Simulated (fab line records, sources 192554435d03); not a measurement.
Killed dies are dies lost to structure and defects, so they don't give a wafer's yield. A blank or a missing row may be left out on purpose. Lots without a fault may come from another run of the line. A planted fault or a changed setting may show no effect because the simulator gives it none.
fab line records | flow n5_finfet
record lots=7 wafers=21
route steps=1938 shown WELL_APT@21 FIN_SAQP@100 FIN_CUT@173 SD_EPI_N@262
start_h: hours from the record's first day to the start of the lot's first wafer shown | wait_h: hours since the lot's step before | " the same as in the row above | L1.1+2: a row that stands for several wafers | - no value, or no start given | * or withheld: withheld | < > ~ a bound
route shown NAME@n: a module of which the file shows steps, and the number in the route of the first | usual: mean/standard deviation of fault-free wafers | same: alike in all rows | chamber/n: place in a boat | sites: the reading at each site | _std_site: their standard deviation | _edge_site: outer sites' mean less inner sites' | radius_mm: how far each site lies from the wafer's centre | mask NAME#n: copy n | behind: the tool/chamber that last shaped the wafer | hold: why the lot was held/for how many hours/how that ended | device: the transistor (n, p or np) that didn't switch | end of line: the same wafers' tests at the end of the route | a step without rows: its recipe alone | killed: dies lost to structure and defects at the first sort, not the wafer's yield | map: a wafer's dies, x killed, . not, _ none there
set.NAME: the setting as run; set.NAME@STEP: as run at that earlier step | model.NAME: the simulator's own value behind a step, which no gauge read
lots whose settings were changed on purpose; a table a step, a row a wafer
## steps
# step N5_WELL_APT_COAT_02
# recipe spin_rpm=1357 resist_thk_nm=950
# columns lot.wafer tool chamber start_h wait_h set.spin_rpm model.coat_of_WELL_APT_COAT_02.thk_nm
L078.1 litho_track-01 0 - - 1357 951
L078.3 " 0 " " 1357 948.3
L078.4 " 0 " " 1357 948.5
L081.1 litho_track-02 0 - - 1357 950.7
L081.2 " 0 " " 1305 967.1
L081.6 " 0 " " 1357 947.7
L083.1 litho_track-04 0 - - 1232 1003
L083.2 " 0 " " 1232 1001
L083.6 " 0 " " 1357 952.5
L084.1 litho_track-02 0 - - 1357 953.9
L084.5 " 0 " " 1357 950.3
L084.6 " 0 " " 1357 953.6
L086.2 litho_track-01 0 - - 1357 950.2
L086.4 " 0 " " 1441 919
L086.6 " 0 " " 1441 922.2
L087.1 litho_track-04 0 - - 1481 914.5
L087.3 " 0 " " 1357 955.3
L087.5 " 0 " " 1481 915.7
L091.1 litho_track-04 0 - - 1357 949.1
L091.2 " 0 " " 1303 969.9
L091.5 " 0 " " 1303 965.9
# step N5_WELL_APT_EXPOSE_05
# recipe mask_id=NWELL na=0.8 source_shape=conventional sigma_outer=0.8 polarization=unpolarized defocus_nm=0 target_cd_nm=200 dose_mj=20.3
# columns lot.wafer tool chamber start_h wait_h mask set.dose_mj
L078.1+4 krf_scanner-01 0 37.55 - NWELL#0 21.03
L078.3 " 0 " " NWELL#0 20.3
L081.1+6 krf_scanner-02 0 55.64 - NWELL#0 20.3
L081.2 " 0 " " NWELL#0 19.3
L083.1+6 krf_scanner-01 0 67.53 - NWELL#0 18.97
L083.2 " 0 " " NWELL#0 20.3
L084.1+5+6 krf_scanner-01 0 73.78 - NWELL#0 20.3
L086.2+4+6 krf_scanner-01 0 85.54 - NWELL#0 20.3
L087.1+3+5 krf_scanner-02 0 91.83 - NWELL#0 19.13
L091.1 krf_scanner-02 0 115.43 - NWELL#0 20.3
L091.2+5 " 0 " " NWELL#0 20.91
# step N5_WELL_APT_PEB_06
# recipe peb_temp_c=130 peb_time_s=90
# step N5_WELL_APT_DEVELOP_07
# recipe develop_time_s=45 rinse_liquid=surfactant_rinse dry=air_spin dev_temp_c=21
# step N5_WELL_APT_HARDBAKE_12
# recipe temp_c=130 time_s=120
# step N5_WELL_APT_CD_MEAS_08
# recipe target_cd_nm=200 landing_energy_ev=500 detector=se_inlens
# usual cd_nm=200.1/1.6
# columns lot.wafer tool chamber start_h wait_h set.dose_mj@WELL_APT_EXPOSE_05 cd_nm
L078.1 cd_sem-02 0 37.72 - 21.03 204.7
L078.3 " 0 " " 20.3 199.5
L078.4 " 0 " " 21.03 205.3
L081.1 cd_sem-02 0 55.81 - 20.3 202.8
L081.2 " 0 " " 19.3 193.2
L081.6 " 0 " " 20.3 202.3
L083.1 cd_sem-03 0 67.70 - 18.97 185.8
L083.2 " 0 " " 20.3 198.4
L083.6 " 0 " " 18.97 187.4
L084.1 cd_sem-01 0 73.95 - 20.3 204.0
L084.5 " 0 " " 20.3 198.6
L084.6 " 0 " " 20.3 201.9
L086.2 cd_sem-03 0 85.70 - 20.3 201.4
L086.4 " 0 " " 20.3 200.6
L086.6 " 0 " " 20.3 203.1
L087.1 cd_sem-02 0 92.00 - 19.13 191.9
L087.3 " 0 " " 19.13 190.4
L087.5 " 0 " " 19.13 193.3
L091.1 cd_sem-03 0 115.61 - 20.3 198.6
L091.2 " 0 " " 20.91 203.2
L091.5 " 0 " " 20.91 204.3
# step N5_WELL_APT_DESCUM_13
# recipe chemistry=O2 time_s=7.9 source_power_w=50 bias_power_w=20 pressure_mtorr=20 rf_frequency_hz=2.712e+07 temp_c=40 o2_flow_sccm=225
# columns lot.wafer tool chamber start_h wait_h set.dose_mj@WELL_APT_EXPOSE_05 model.WELL_APT.cd_nm
L078.1 rie_diel-03 3 37.81 0.0 21.03 204.2
L078.3 " 2 " " 20.3 199.4
L078.4 " 1 " " 21.03 205.2
L081.1 rie_diel-03 2 55.90 0.0 20.3 203.1
L081.2 " 1 " " 19.3 192.9
L081.6 " 3 " " 20.3 202.1
L083.1 rie_diel-05 0 67.79 0.0 18.97 185.8
L083.2 " 2 " " 20.3 198.4
L083.6 " 0 " " 18.97 187.3
L084.1 rie_diel-05 1 74.04 0.0 20.3 204.2
L084.5 " 1 " " 20.3 198.8
L084.6 " 0 " " 20.3 202.1
L086.2 rie_diel-03 1 85.85 0.1 20.3 200.9
L086.4 " 0 " " 20.3 200.8
L086.6 " 2 " " 20.3 203.3
L087.1 rie_diel-05 3 92.09 0.0 19.13 191.6
L087.3 " 1 " " 19.13 190.3
L087.5 " 2 " " 19.13 193.3
L091.1 rie_diel-02 0 115.89 0.2 20.3 198.9
L091.2 " 2 " " 20.91 202.9
L091.5 " 1 " " 20.91 204.5
# step N5_FIN_SAQP_PECVD_06
# recipe material=a-Si target_thk_a=600 temp_c=400 precursor=SiH4/He pressure_torr=3 rf_w=100 time_s=48.1
# columns lot.wafer tool chamber start_h wait_h set.time_s model.a-Si_of_FIN_SAQP_PECVD_06.thk_nm
L078.1 pecvd-02 2 45.53 0.0 54.26 68.63
L078.3 " 0 " " 48.1 60.31
L078.4 " 1 " " 54.26 68.96
L081.1 pecvd-01 1 63.31 0.0 42.99 53.45
L081.2 " 2 " " 48.1 59.24
L081.6 " 0 " " 42.99 54.08
L083.1 pecvd-02 1 76.66 0.0 48.1 59.25
L083.2 " 0 " " 48.1 59.31
L083.6 " 1 " " 48.1 60.04
L084.1 pecvd-02 2 82.87 0.0 48.1 59.34
L084.5 " 2 " " 48.1 60.55
L084.6 " 1 " " 48.1 60.24
L086.2 pecvd-04 2 93.99 0.0 48.1 59.51
L086.4 " 2 " " 48.1 59.97
L086.6 " 1 " " 40.91 51.11
L087.1 pecvd-01 2 101.67 0.0 48.1 59.54
L087.3 " 1 " " 53.79 66.69
L087.5 " 2 " " 53.79 67.28
L091.1 pecvd-01 2 123.57 0.0 48.1 59.54
L091.2 " 0 " " 48.1 59.52
L091.5 " 2 " " 41.72 52.44
# step N5_FIN_SAQP_THK_MEAS_07
# usual thk_nm=59.9/0.73
# columns lot.wafer tool chamber start_h wait_h set.time_s@FIN_SAQP_PECVD_06 thk_nm
L078.1 film_metro-01 - 45.62 0.1 54.26 68.7
L078.3 " - " " 48.1 60.3
L078.4 " - " " 54.26 69.0
L081.1 film_metro-01 - 63.40 0.1 42.99 53.4
L081.2 " - " " 48.1 59.2
L081.6 " - " " 42.99 54.1
L083.1 film_metro-01 - 76.75 0.1 48.1 59.2
L083.2 " - " " 48.1 59.3
L083.6 " - " " 48.1 60.0
L084.1 film_metro-01 - 82.96 0.1 48.1 59.4
L084.5 " - " " 48.1 60.5
L084.6 " - " " 48.1 60.3
L086.2 film_metro-02 - 94.11 0.1 48.1 59.5
L086.4 " - " " 48.1 59.9
L086.6 " - " " 40.91 51.1
L087.1 film_metro-01 - 101.76 0.1 48.1 59.5
L087.3 " - " " 53.79 66.7
L087.5 " - " " 53.79 67.3
L091.1 film_metro-01 - 123.66 0.1 48.1 59.5
L091.2 " - " " 48.1 59.4
L091.5 " - " " 41.72 52.5
# step N5_FIN_SAQP_COAT_50
# recipe resist=SiARC temp_c=220 time_s=60 spin_rpm=1500 resist_thk_nm=35
# columns lot.wafer tool chamber start_h wait_h set.spin_rpm model.SiARC_of_FIN_SAQP_COAT_50.thk_nm
L078.1 litho_track-04 0 - - 1500 35.2
L078.3 " 0 " " 1653 33.54
L078.4 " 0 " " 1500 35.03
L081.1 litho_track-04 0 - - 1442 35.95
L081.2 " 0 " " 1500 35.23
L081.6 " 0 " " 1500 35.13
L083.1 litho_track-04 0 - - 1500 35.18
L083.2 " 0 " " 1372 36.76
L083.6 " 0 " " 1372 36.67
L084.1 litho_track-04 0 - - 1500 35.24
L084.5 " 0 " " 1500 35.26
L084.6 " 0 " " 1500 35.35
L086.2 litho_track-04 0 - - 1500 35.26
L086.4 " 0 " " 1500 35.24
L086.6 " 0 " " 1456 35.76
L087.1 litho_track-04 0 - - 1500 35.37
L087.3 " 0 " " 1500 35.24
L087.5 " 0 " " 1500 35.21
L091.1 litho_track-02 0 - - 1500 35.06
L091.2 " 0 " " 1500 34.95
L091.5 " 0 " " 1400 36.17
# step N5_FIN_SAQP_COAT_10
# recipe resist=CAR-ArF spin_rpm=1500 resist_thk_nm=90
# step N5_FIN_SAQP_EBR_12
# recipe solvent=PGMEA ebr_width_mm=1.5
# step N5_FIN_SAQP_DESCUM_21
# recipe chemistry=O2 time_s=7.9 source_power_w=50 bias_power_w=20 pressure_mtorr=20 rf_frequency_hz=2.712e+07 temp_c=40 resist=CAR-ArF o2_flow_sccm=225
# step N5_FIN_SAQP_ETCH_51
# recipe chemistry=CF4 target=SiARC target_depth_a=455 mask_material=CAR-ArF time_s=75.8 ion_energy_ev=80 pressure_mtorr=40 source_w=545 bias_w=36 Ar_flow_sccm=100 cf4_flow_sccm=100 ends=cleared
# columns lot.wafer tool chamber start_h wait_h set.spin_rpm@FIN_SAQP_COAT_50 model.etch.depth_nm model.CAR-ArF_of_FIN_SAQP_COAT_10.thk_nm
L078.1 rie_diel-02 2 46.51 0.0 1500 35.2 51.03
L078.3 " 1 " " 1653 33.54 53.02
L078.4 " 3 " " 1500 35.03 51.23
L081.1 rie_diel-03 1 64.02 0.0 1442 35.95 50.18
L081.2 " 0 " " 1500 35.23 50.79
L081.6 " 3 " " 1500 35.13 51.06
L083.1 rie_diel-02 1 77.37 0.0 1500 35.18 51.03
L083.2 " 0 " " 1372 36.76 49.27
L083.6 " 0 " " 1372 36.67 49.7
L084.1 rie_diel-03 1 83.58 0.0 1500 35.24 50.59
L084.5 " 1 " " 1500 35.26 50.91
L084.6 " 2 " " 1500 35.35 50.41
L086.2 rie_diel-02 0 94.75 0.0 1500 35.26 51.1
L086.4 " 1 " " 1500 35.24 51.34
L086.6 " 1 " " 1456 35.76 50.74
L087.1 rie_diel-02 3 102.41 0.0 1500 35.37 50.78
L087.3 " 0 " " 1500 35.24 51.09
L087.5 " 1 " " 1500 35.21 51
L091.1 rie_diel-05 1 124.28 0.0 1500 35.06 50.74
L091.2 " 3 " " 1500 34.95 50.75
L091.5 " 3 " " 1400 36.17 49.72
# step N5_FIN_SAQP_ETCH_52
# recipe chemistry=N2/H2 target=SOC target_depth_a=1000 overetch_a=200 mask_material=SiARC temp_c=40 time_s=150 ion_energy_ev=200 pressure_mtorr=30 source_w=840 bias_w=150 n2_flow_sccm=200 h2_flow_sccm=200 ends=end_point
# columns lot.wafer tool chamber start_h wait_h set.spin_rpm@FIN_SAQP_COAT_50 model.SiARC_of_FIN_SAQP_COAT_50.thk_nm
L078.1 rie_diel-02 2 46.56 0.0 1500 29.2
L078.3 " 1 " " 1653 27.6
L078.4 " 3 " " 1500 28.98
L081.1 rie_diel-03 1 64.07 0.0 1442 30.34
L081.2 " 0 " " 1500 29.57
L081.6 " 3 " " 1500 29.3
L083.1 rie_diel-02 1 77.42 0.0 1500 29.24
L083.2 " 0 " " 1372 30.65
L083.6 " 0 " " 1372 30.56
L084.1 rie_diel-03 1 83.63 0.0 1500 29.57
L084.5 " 1 " " 1500 29.62
L084.6 " 2 " " 1500 29.42
L086.2 rie_diel-02 0 94.80 0.0 1500 29.16
L086.4 " 1 " " 1500 29.38
L086.6 " 1 " " 1456 29.85
L087.1 rie_diel-02 3 102.46 0.0 1500 29.39
L087.3 " 0 " " 1500 29.18
L087.5 " 1 " " 1500 29.43
L091.1 rie_diel-05 1 124.33 0.0 1500 29.03
L091.2 " 3 " " 1500 28.84
L091.5 " 3 " " 1400 30.07
# step N5_FIN_SAQP_STRIP_53
# recipe chemistry=N2/H2 temp_c=40 n2_flow_sccm=200 h2_flow_sccm=200 rf_frequency_hz=6e+07
# step N5_FIN_SAQP_HM_OPEN_73
# recipe chemistry=CHF3/O2 target=SiO2 stop_on=a-Si target_depth_a=120 over_etch_frac=1.8 mask_material=SOC time_s=16.8 pressure_mtorr=30 source_w=650 bias_w=170 Ar_flow_sccm=200 CHF3_flow_sccm=50 O2_flow_sccm=5 ion_energy_ev=200 ends=end_point
# columns lot.wafer tool chamber start_h wait_h set.time_s@FIN_SAQP_PECVD_06 model.a-Si_of_FIN_SAQP_PECVD_06.thk_nm
L078.1 rie_diel-02 2 46.67 0.0 54.26 68.63
L078.3 " 1 " " 48.1 60.31
L078.4 " 3 " " 54.26 68.96
L081.1 rie_diel-03 1 64.18 0.0 42.99 53.45
L081.2 " 0 " " 48.1 59.23
L081.6 " 3 " " 42.99 54.07
L083.1 rie_diel-02 1 77.53 0.0 48.1 59.25
L083.2 " 0 " " 48.1 59.23
L083.6 " 0 " " 48.1 59.95
L084.1 rie_diel-03 1 83.74 0.0 48.1 59.34
L084.5 " 1 " " 48.1 60.55
L084.6 " 2 " " 48.1 60.16
L086.2 rie_diel-02 0 94.91 0.0 48.1 59.42
L086.4 " 1 " " 48.1 59.97
L086.6 " 1 " " 40.91 51.11
L087.1 rie_diel-02 3 102.57 0.0 48.1 59.54
L087.3 " 0 " " 53.79 66.61
L087.5 " 1 " " 53.79 67.28
L091.1 rie_diel-05 1 124.44 0.0 48.1 59.43
L091.2 " 3 " " 48.1 59.45
L091.5 " 3 " " 41.72 52.37
# step N5_FIN_SAQP_STRIP_74
# recipe chemistry=CHF3/O2 resist=SiARC rf_frequency_hz=6e+07
# step N5_FIN_SAQP_MANDREL_ETCH_22
# recipe target_depth_a=600 chemistry=HBr/Cl2 target=a-Si stop_on=SiNx bt_time_s=10 over_etch_frac=0.5 time_s=30 pressure_mtorr=10 icp_w=800 bias_w=75 HBr_flow_sccm=150 Cl2_flow_sccm=80 ends=end_point
# usual oes_product_au=0.760/0.017
# columns lot.wafer tool chamber start_h wait_h set.time_s@FIN_SAQP_PECVD_06 oes_product_au model.etch.depth_nm
L078.1 rie_si-03 1 46.76 0.0 54.26 0.832 68.63
L078.3 " 3 " " 48.1 0.746 60.31
L078.4 " 0 " " 54.26 0.828 68.96
L081.1 rie_si-01 1 64.26 0.0 42.99 0.705 53.45
L081.2 " 3 " " 48.1 0.736 59.23
L081.6 " 1 " " 42.99 0.717 54.07
L083.1 rie_si-01 0 77.62 0.0 48.1 0.772 59.25
L083.2 " 2 " " 48.1 0.785 59.23
L083.6 " 2 " " 48.1 0.791 59.95
L084.1 rie_si-04 1 83.83 0.0 48.1 0.759 59.34
L084.5 " 3 " " 48.1 0.774 60.55
L084.6 " 0 " " 48.1 0.753 60.16
L086.2 rie_si-01 2 95.00 0.0 48.1 0.778 59.42
L086.4 " 3 " " 48.1 0.736 59.97
L086.6 " 0 " " 40.91 0.708 51.11
L087.1 rie_si-01 0 102.65 0.0 48.1 0.762 59.54
L087.3 " 1 " " 53.79 0.816 66.61
L087.5 " 0 " " 53.79 0.833 67.28
L091.1 rie_si-03 3 124.53 0.0 48.1 0.747 59.43
L091.2 " 2 " " 48.1 0.752 59.45
L091.5 " 3 " " 41.72 0.688 52.37
# step N5_FIN_CUT_CUT_ETCH_26
# recipe chemistry=CH3F/O2 target=SiNx target_depth_a=390 mask_material=SOC time_s=55.7 pressure_mtorr=30 source_w=395 bias_w=73 Ar_flow_sccm=150 CH3F_flow_sccm=30 O2_flow_sccm=20 ion_energy_ev=120
# columns lot.wafer tool chamber start_h wait_h set.time_s model.etch.depth_nm model.SOC_of_FIN_CUT_COAT_18.thk_nm
L078.1 rie_diel-01 0 51.94 0.0 55.7 38.2 211
L078.3 " 1 " " 55.7 38.79 211.2
L078.4 " 2 " " 46.2 31.46 215
L081.1 rie_diel-04 1 69.96 0.0 55.7 39.39 210.8
L081.2 " 2 " " 61.82 42.83 209.2
L081.6 " 3 " " 55.7 38.75 210.8
L083.1 rie_diel-01 0 82.88 0.0 59.03 40.85 210
L083.2 " 1 " " 55.7 38.67 211.2
L083.6 " 2 " " 59.03 40.6 211.6
L084.1 rie_diel-01 0 90.45 0.0 55.7 38.55 212.2
L084.5 " 3 " " 55.7 38.35 211.8
L084.6 " 0 " " 55.7 38.48 211.8
L086.2 rie_diel-06 3 102.54 0.0 45.67 32.89 215.4
L086.4 " 1 " " 55.7 39.17 212.2
L086.6 " 2 " " 55.7 38.68 212.4
L087.1 rie_diel-04 3 110.02 0.0 64.41 44.63 210
L087.3 " 0 " " 55.7 38.55 212.6
L087.5 " 3 " " 64.41 44.39 210.4
L091.1 rie_diel-01 0 131.17 0.0 55.7 37.87 212
L091.2 " 3 " " 55.7 38.24 212
L091.5 " 1 " " 55.7 38.66 211.2
# step N5_FIN_CUT_CUT_ETCH_27
# recipe chemistry=CHF3/O2 target=SiO2 target_depth_a=40 mask_material=SOC overetch_a=20 time_s=4.9 pressure_mtorr=30 source_w=650 bias_w=170 Ar_flow_sccm=200 CHF3_flow_sccm=50 O2_flow_sccm=5 ion_energy_ev=200
# columns lot.wafer tool chamber start_h wait_h set.target_depth_a
L078.1 rie_diel-01 0 51.99 0.0 40
L078.3+4 " 1,2 " " 38.58
L081.1+2+6 rie_diel-04 1,2,3 70.01 0.0 40
L083.1+6 rie_diel-01 0,2 82.93 0.0 40
L083.2 " 1 " " 35.85
L084.1+5+6 rie_diel-01 0,3,0 90.49 0.0 40
L086.2+4+6 rie_diel-06 3,1,2 102.59 0.0 38.47
L087.1+3 rie_diel-04 3,0 110.06 0.0 38.2
L087.5 " 3 " " 40
L091.1+2 rie_diel-01 0,3 131.21 0.0 37.67
L091.5 " 1 " " 40
# step N5_FIN_CUT_PRECLEAN_35
# recipe time_s=13.3 temp_c=45 pressure_torr=125 p_hf_torr=3 p_coreactant_torr=25 chemistry=vHF
# step N5_FIN_CUT_CUT_ETCH_15
# recipe chemistry=HBr/Cl2/O2 target=Si target_depth_a=1000 bt_time_s=10 mask_material=SOC time_s=42.4 ion_energy_ev=* bias_w=* pressure_mtorr=10 icp_w=800 HBr_flow_sccm=150 Cl2_flow_sccm=80 O2_flow_sccm=12
# columns lot.wafer tool chamber start_h wait_h set.time_s@FIN_CUT_CUT_ETCH_26 model.SOC_of_FIN_CUT_COAT_18.thk_nm
L078.1 rie_si-02 2 52.14 0.1 55.7 170
L078.3 " 1 " " 55.7 170.4
L078.4 " 0 " " 46.2 174.6
L081.1+6 rie_si-06 2,1 70.15 0.1 55.7 169
L081.2 " 3 " " 61.82 166.8
L083.1 rie_si-02 2 83.08 0.1 59.03 169.6
L083.2 " 0 " " 55.7 171
L083.6 " 2 " " 59.03 171.2
L084.1 rie_si-05 0 90.64 0.1 55.7 170.6
L084.5 " 3 " " 55.7 171
L084.6 " 2 " " 55.7 169.8
L086.2 rie_si-06 2 102.85 0.1 45.67 174.2
L086.4 " 3 " " 55.7 170
L086.6 " 2 " " 55.7 171.4
L087.1 rie_si-06 1 110.21 0.1 64.41 168.8
L087.3 " 0 " " 55.7 171.2
L087.5 " 0 " " 64.41 169.2
L091.1 rie_si-02 0 131.36 0.1 55.7 171.8
L091.2 " 1 " " 55.7 171.6
L091.5 " 3 " " 55.7 169.4
# step N5_FIN_CUT_CUT_ETCH_28
# recipe chemistry=HBr/Cl2/O2 target=Si target_depth_a=60 mask_material=SOC time_s=2.4 ion_energy_ev=* bias_w=* pressure_mtorr=10 icp_w=800 HBr_flow_sccm=150 Cl2_flow_sccm=80 O2_flow_sccm=12
# columns lot.wafer tool chamber start_h wait_h set.time_s@FIN_CUT_CUT_ETCH_26 model.SOC_of_FIN_CUT_COAT_18.thk_nm
L078.1 rie_si-02 2 52.19 0.0 55.7 168.4
L078.3 " 1 " " 55.7 168.8
L078.4 " 0 " " 46.2 172.8
L081.1 rie_si-06 2 70.21 0.0 55.7 167.2
L081.2 " 3 " " 61.82 165
L081.6 " 1 " " 55.7 167.4
L083.1 rie_si-02 2 83.13 0.0 59.03 167.8
L083.2 " 0 " " 55.7 169.4
L083.6 " 2 " " 59.03 169.4
L084.1 rie_si-05 0 90.70 0.0 55.7 168.8
L084.5 " 3 " " 55.7 169.2
L084.6 " 2 " " 55.7 168
L086.2 rie_si-06 2 102.90 0.0 45.67 172.4
L086.4 " 3 " " 55.7 168.2
L086.6 " 2 " " 55.7 169.8
L087.1 rie_si-06 1 110.26 0.0 64.41 167.2
L087.3 " 0 " " 55.7 169.4
L087.5 " 0 " " 64.41 167.4
L091.1 rie_si-02 0 131.41 0.0 55.7 170.2
L091.2 " 1 " " 55.7 170
L091.5 " 3 " " 55.7 167.8
# step N5_SD_EPI_N_COAT_32
# recipe resist=SOC temp_c=250 time_s=60 spin_rpm=1500 resist_thk_nm=350
# columns lot.wafer tool chamber start_h wait_h set.spin_rpm model.SOC_of_SD_EPI_N_COAT_32.thk_nm
L078.1 litho_track-01 0 73.35 0.0 1640 333.8
L078.3 " 0 " " 1500 349.8
L078.4 " 0 " " 1500 350.6
L081.1 litho_track-01 0 90.49 0.0 1500 349.2
L081.2 " 0 " " 1416 359.6
L081.6 " 0 " " 1416 359.8
L083.1 litho_track-02 0 104.82 0.0 1500 349.8
L083.2 " 0 " " 1639 333.8
L083.6 " 0 " " 1500 349.4
L084.1 litho_track-02 0 113.28 0.0 1500 349.8
L084.5 " 0 " " 1500 350.2
L084.6 " 0 " " 1500 351
L086.2 litho_track-04 0 126.74 0.0 1644 335
L086.4 " 0 " " 1500 350.8
L086.6 " 0 " " 1644 335.2
L087.1 litho_track-01 0 130.68 0.0 1500 349
L087.3 " 0 " " 1417 360
L087.5 " 0 " " 1417 361.2
L091.1 litho_track-04 0 152.88 0.0 1335 370.8
L091.2 " 0 " " 1500 350.2
L091.5 " 0 " " 1335 371.8
## key
split step=N5_WELL_APT_COAT_02 setting=spin_rpm stated=1357 by=wafer
response step=N5_WELL_APT_COAT_02 reading=model.coat_of_WELL_APT_COAT_02.thk_nm change=-4.85 per=1% r=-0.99
split step=N5_WELL_APT_EXPOSE_05 setting=dose_mj stated=20.3 by=wafer
response step=N5_WELL_APT_CD_MEAS_08 reading=cd_nm change=+1.77 per=1% r=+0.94
response step=N5_WELL_APT_DESCUM_13 reading=model.WELL_APT.cd_nm change=+1.78 per=1% r=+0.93
split step=N5_FIN_SAQP_PECVD_06 setting=time_s stated=48.1 by=wafer
response step=N5_FIN_SAQP_PECVD_06 reading=model.a-Si_of_FIN_SAQP_PECVD_06.thk_nm change=+0.586 per=1% r=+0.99
response step=N5_FIN_SAQP_THK_MEAS_07 reading=thk_nm change=* per=1% r=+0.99
response step=N5_FIN_SAQP_HM_OPEN_73 reading=model.a-Si_of_FIN_SAQP_PECVD_06.thk_nm change=+0.584 per=1% r=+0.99
response step=N5_FIN_SAQP_MANDREL_ETCH_22 reading=oes_product_au change=+0.00445 per=1% r=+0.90
response step=N5_FIN_SAQP_MANDREL_ETCH_22 reading=model.etch.depth_nm change=+0.584 per=1% r=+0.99
split step=N5_FIN_SAQP_COAT_50 setting=spin_rpm stated=1500 by=wafer
response step=N5_FIN_SAQP_COAT_50 reading=model.SiARC_of_FIN_SAQP_COAT_50.thk_nm change=-0.169 per=1% r=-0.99
response step=N5_FIN_SAQP_ETCH_51 reading=model.etch.depth_nm change=-0.169 per=1% r=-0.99
response step=N5_FIN_SAQP_ETCH_51 reading=model.CAR-ArF_of_FIN_SAQP_COAT_10.thk_nm change=+0.178 per=1% r=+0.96
response step=N5_FIN_SAQP_ETCH_52 reading=model.SiARC_of_FIN_SAQP_COAT_50.thk_nm change=-0.162 per=1% r=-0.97
split step=N5_FIN_CUT_CUT_ETCH_26 setting=time_s stated=55.7 by=wafer
response step=N5_FIN_CUT_CUT_ETCH_26 reading=model.etch.depth_nm change=+0.37 per=1% r=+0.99
response step=N5_FIN_CUT_CUT_ETCH_26 reading=model.SOC_of_FIN_CUT_COAT_18.thk_nm change=-0.177 per=1% r=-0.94
response step=N5_FIN_CUT_CUT_ETCH_15 reading=model.SOC_of_FIN_CUT_COAT_18.thk_nm change=-0.197 per=1% r=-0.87
response step=N5_FIN_CUT_CUT_ETCH_28 reading=model.SOC_of_FIN_CUT_COAT_18.thk_nm change=-0.193 per=1% r=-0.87
split step=N5_FIN_CUT_CUT_ETCH_27 setting=target_depth_a stated=40 by=wafer
response none clear
split step=N5_SD_EPI_N_COAT_32 setting=spin_rpm stated=1500 by=wafer
response step=N5_SD_EPI_N_COAT_32 reading=model.SOC_of_SD_EPI_N_COAT_32.thk_nm change=-1.8 per=1% r=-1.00
